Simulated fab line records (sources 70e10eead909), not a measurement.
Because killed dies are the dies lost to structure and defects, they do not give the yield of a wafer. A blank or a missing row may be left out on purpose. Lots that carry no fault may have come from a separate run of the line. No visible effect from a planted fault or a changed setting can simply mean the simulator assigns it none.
What tool caused it? ; flow nand_harc ; 10 lots, 30 wafers sampled, at 5 steps of a route of 1302

== WHAT THE GAUGES READ, wafer by wafer ==
NHARC_A_M0_CD_MEAS_09 targets a cd of 80 nm.
lot;measured;on;cd_nm (nm)
L940;day 23 14:39;cd_sem-03;79.7 79.8 79.6
L946;day 25 20:59;cd_sem-03;85.3 85.9 85.5
L948;day 26 22:23;cd_sem-02;85.6 84.7 85.4
L950;day 27 05:53;cd_sem-03;79.9 79.7 78.7
L955;day 28 16:56;cd_sem-01;79.8 78.8 80.0
L957;day 30 04:16;cd_sem-03;79.8 80.1 79.9
L960;day 30 20:08;cd_sem-01;80.9 80.3 79.7
L959;day 31 05:13;cd_sem-01;79.8 79.6 79.0
L962;day 32 00:19;cd_sem-03;80.3 81.0 80.1
L963;day 32 10:27;cd_sem-02;80.3 80.2 79.6

== WHAT TOOL EACH LOT RAN ON (gives the tool, then ch and the chambers of the sampled wafers, and finally the start) ==
lot;NHARC_A_CONTACT_CVD_19;NHARC_A_BLC_ETCH_18;NHARC_A_BLC_STRIP_29;NHARC_A_M0_PEB_07
L940;cvd_w-02 ch 1, day 23 11:51 or earlier;rie_diel-07 ch 2,3, day 23 11:51 or earlier;rie_diel-07 ch 0,3, day 23 11:51;litho_track-01 ch 0, day 23 14:34
L946;cvd_w-02 ch 0,1, day 25 18:08 or earlier;rie_diel-05 ch 0,1,2, day 25 18:08 or earlier;rie_diel-07 ch 1,2,3, day 25 18:08;litho_track-01 ch 0, day 25 20:55
L948;cvd_w-02 ch 0,1, day 26 19:28 or earlier;rie_diel-05 ch 0,1, day 26 19:28 or earlier;rie_diel-07 ch 0,1,2, day 26 19:28;litho_track-01 ch 0, day 26 22:18
L950;cvd_w-01 ch 0,1, day 27 03:11 or earlier;rie_diel-07 ch 0,2,3, day 27 03:11 or earlier;rie_diel-05 ch 0,1,3, day 27 03:11;litho_track-06 ch 0, day 27 05:48
L955;cvd_w-01 ch 0,1, day 28 13:46 or earlier;rie_diel-05 ch 0,3, day 28 13:46 or earlier;rie_diel-10 ch 0,1,2, day 28 13:46;litho_track-06 ch 0, day 28 16:52
L957;cvd_w-02 ch 0,1, day 30 01:26 or earlier;rie_diel-07 ch 0,3, day 30 01:26 or earlier;rie_diel-05 ch 0,1,3, day 30 01:26;litho_track-01 ch 0, day 30 04:11
L960;cvd_w-02 ch 0,1, day 30 17:22 or earlier;rie_diel-05 ch 0,2,3, day 30 17:22 or earlier;rie_diel-07 ch 1,3, day 30 17:22;litho_track-01 ch 0, day 30 20:04
L959;cvd_w-01 ch 0, day 31 02:25 or earlier;rie_diel-10 ch 0,1, day 31 02:25 or earlier;rie_diel-05 ch 0,1,2, day 31 02:25;litho_track-01 ch 0, day 31 05:09
L962;cvd_w-02 ch 0,1, day 31 21:31 or earlier;rie_diel-10 ch 0,2,3, day 31 21:31 or earlier;rie_diel-05 ch 1,2,3, day 31 21:31;litho_track-01 ch 0, day 32 00:14
L963;cvd_w-02 ch 0,1, day 32 07:41 or earlier;rie_diel-10 ch 2,3, day 32 07:41 or earlier;rie_diel-07 ch 1,3, day 32 07:41;litho_track-01 ch 0, day 32 10:22
- NHARC_A_CONTACT_CVD_19: deposits W, target thk 300 nm, time 802 s.
- NHARC_A_BLC_ETCH_18: etches the open film in C4F8/O2/Ar, target depth 910 nm.
- NHARC_A_BLC_STRIP_29: strips in CF4.
- NHARC_A_M0_PEB_07: peb time 65 s.

== WHAT THE TOOLS THEMSELVES READ (means of the sampled wafers that have a number; where no wafer has one, the mark that the record gives instead) ==
NHARC_A_CONTACT_CVD_19.
lot;tool;heater_power_w (W);mfc_ar_sccm (sccm);throttle_valve_pct (%)
L940;cvd_w-02;477;1558;8.44
L946;cvd_w-02;461;1559;8.03
L948;cvd_w-02;458;1558;8.02
L950;cvd_w-01;442;1557;8.15
L955;cvd_w-01;437;1559;8.30
L957;cvd_w-02;444;1558;7.82
L960;cvd_w-02;445;1564;7.98
L959;cvd_w-01;442;1569;8.75
L962;cvd_w-02;447;1557;8.03
L963;cvd_w-02;446;1559;8.05

NHARC_A_BLC_ETCH_18.
lot;tool;chamber_pressure_mTorr (mTorr);oes_product_au (a.u.);rf_fwd_power_W (W);rf_vpp_V (V)
L940;rie_diel-07;25.018;0.986;599.1;975
L946;rie_diel-05;24.999;0.949;599.3;973
L948;rie_diel-05;25.009;0.920;597.9;974
L950;rie_diel-07;24.986;0.934;597.5;973
L955;rie_diel-05;24.996;0.961;597.2;981
L957;rie_diel-07;24.982;0.971;598.7;971
L960;rie_diel-05;24.983;0.913;598.5;978
L959;rie_diel-10;25.009;0.967;600.1;974
L962;rie_diel-10;24.985;0.933;599.2;971
L963;rie_diel-10;24.990;0.927;599.5;970

NHARC_A_BLC_STRIP_29.
lot;tool;chamber_pressure_mTorr (mTorr);drypump_motor_current_A (A);mfc_ar_sccm (sccm);oes_product_au (a.u.);rf_vpp_V (V);showerhead_plenum_p_Torr (Torr);throttle_valve_pct (%)
L940;rie_diel-07;50.05;5.7;0.003;1.010;58.9;1.69;13.290
L946;rie_diel-07;50.03;6.2;0.006;1.004;59.6;1.78;13.279
L948;rie_diel-07;50.02;6.0;0.007;1.002;60.1;1.77;13.279
L950;rie_diel-05;50.00;5.5;0.002;0.983;58.9;1.75;13.286
L955;rie_diel-10;49.99;5.5;0.017;1.001;58.9;1.71;13.278
L957;rie_diel-05;50.03;5.5;0.002;0.988;58.4;1.75;13.285
L960;rie_diel-07;50.01;6.1;0.000;1.007;59.3;1.75;13.280
L959;rie_diel-05;49.96;5.4;0.016;0.999;59.6;1.71;13.279
L962;rie_diel-05;50.06;5.3;0.014;0.988;58.5;1.74;13.285
L963;rie_diel-07;50.05;6.1;0.000;0.995;59.5;1.81;13.286

NHARC_A_M0_PEB_07.
lot;tool;heater_power_total_W (W);plate_temp_C (C)
L940;litho_track-01;156.6;100.19
L946;litho_track-01;159.9;101.51
L948;litho_track-01;160.4;101.61
L950;litho_track-06;156.6;100.12
L955;litho_track-06;157.1;100.02
L957;litho_track-01;157.1;100.13
L960;litho_track-01;156.6;99.97
L959;litho_track-01;156.7;99.98
L962;litho_track-01;156.3;99.77
L963;litho_track-01;157.1;99.95

== THE ANSWER, worked out from the rows above alone ==
Rule: usual is defined by the lots themselves. The widest of any qualifying gaps counts: lots, ordered by their means at a reading, are off when they make up no more than a third of the lots, leave a main group of 4 or more, and stand apart from it by 3 or more times the standard deviation of that group's means. A main group is skipped when, at the precision printed for the reading in the tables above, its means are all equal. A lot without any number at a reading at which 4 lots or more have one is off too. The other lots that the step has rows for count as sound. After the gauges, taken in route order, come the tools' own readings; for these a lot's mean is taken, as printed above. At the first step where some lot is off, the reading lying furthest off is the one used; lots without a number count as furthest.
Off at NHARC_A_M0_CD_MEAS_09 (cd_nm): L946, L948. The main group: mean 79.9 nm, standard deviation 0.37.
If a tool, at a process step before that reading, ran all the lots that are off and no sound lot after the first of them, it fits. Not tried: the gauges at NHARC_A_M0_CD_MEAS_09; whatever is off there is also off at NHARC_A_CONTACT_CVD_19, on other tools, and gauge error can't account for it. NHARC_A_CONTACT_CVD_19 gives no start for some lots, so the hours and the order of its lots are those of NHARC_A_BLC_STRIP_29. NHARC_A_BLC_ETCH_18 gives no start for some lots, so the hours and the order of its lots are those of NHARC_A_BLC_STRIP_29. No candidate that was tried fits.

== WHAT HAD BEEN PUT IN BY THE SIMULATOR ==
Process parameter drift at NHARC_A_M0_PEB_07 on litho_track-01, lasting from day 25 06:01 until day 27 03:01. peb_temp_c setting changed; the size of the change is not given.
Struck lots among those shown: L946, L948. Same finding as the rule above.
